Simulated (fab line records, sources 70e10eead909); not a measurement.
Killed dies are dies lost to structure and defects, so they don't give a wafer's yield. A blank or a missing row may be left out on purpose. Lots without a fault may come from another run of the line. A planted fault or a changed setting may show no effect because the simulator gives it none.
Chamber matching | flow nand_harc | NHARC_A_STAIRCASE_TRIM_20 on rie_diel-13: 4 sister chambers
The step chemistry O2, time 211.2 s. 7 wafers are shown with their chamber, then 7 later ones without.

WAFERS WITH THEIR CHAMBER
wafer  | chamber | showerhead_plenum_p_Torr (Torr) | drypump_motor_current_A (A)
L076.6 | 2       | 3.56                            | 5.8
L082.3 | 0       | 3.81                            | 5.8
L084.1 | 3       | 3.65                            | 6.4
L084.4 | 1       | 3.44                            | 6.3
L084.6 | 3       | 3.65                            | 6.4
L087.1 | 2       | 3.55                            | 5.8
L087.4 | 1       | 3.43                            | 6.2

WAFERS WITHOUT THEIR CHAMBER
wafer  | showerhead_plenum_p_Torr (Torr) | drypump_motor_current_A (A)
L087.6 | 3.65                            | 6.4
L089.3 | 3.55                            | 5.8
L089.4 | 3.80                            | 5.9
L089.6 | 3.80                            | 5.9
L096.3 | 3.64                            | 6.3
L096.4 | 3.79                            | 5.9
L096.6 | 3.54                            | 5.8

WHICH CHAMBER EACH WENT THROUGH
wafer  | from the rows above | in truth
L087.6 | 3                   | 3
L089.3 | 2                   | 2
L089.4 | 0                   | 0
L089.6 | 0                   | 0
L096.3 | 3                   | 3
L096.4 | 0                   | 0
L096.6 | 2                   | 2
Placed correctly: 7 of 7. Can't be placed from these rows: 0. Placed wrongly: 0.
How it was worked out, from the rows above alone: a wafer's distance from a chamber is the root of the sum, over the readings, of the square of ((its reading less the chamber's mean) divided by the reading's scatter). The wafer belongs to the nearest chamber; if the next one is less than 2 further off, it can't be placed. A chamber's mean is the mean of its shown wafers. The scatter: the root of (the sum of the squares of (reading less its chamber's mean) over the shown wafers, divided by (wafers less chambers)).
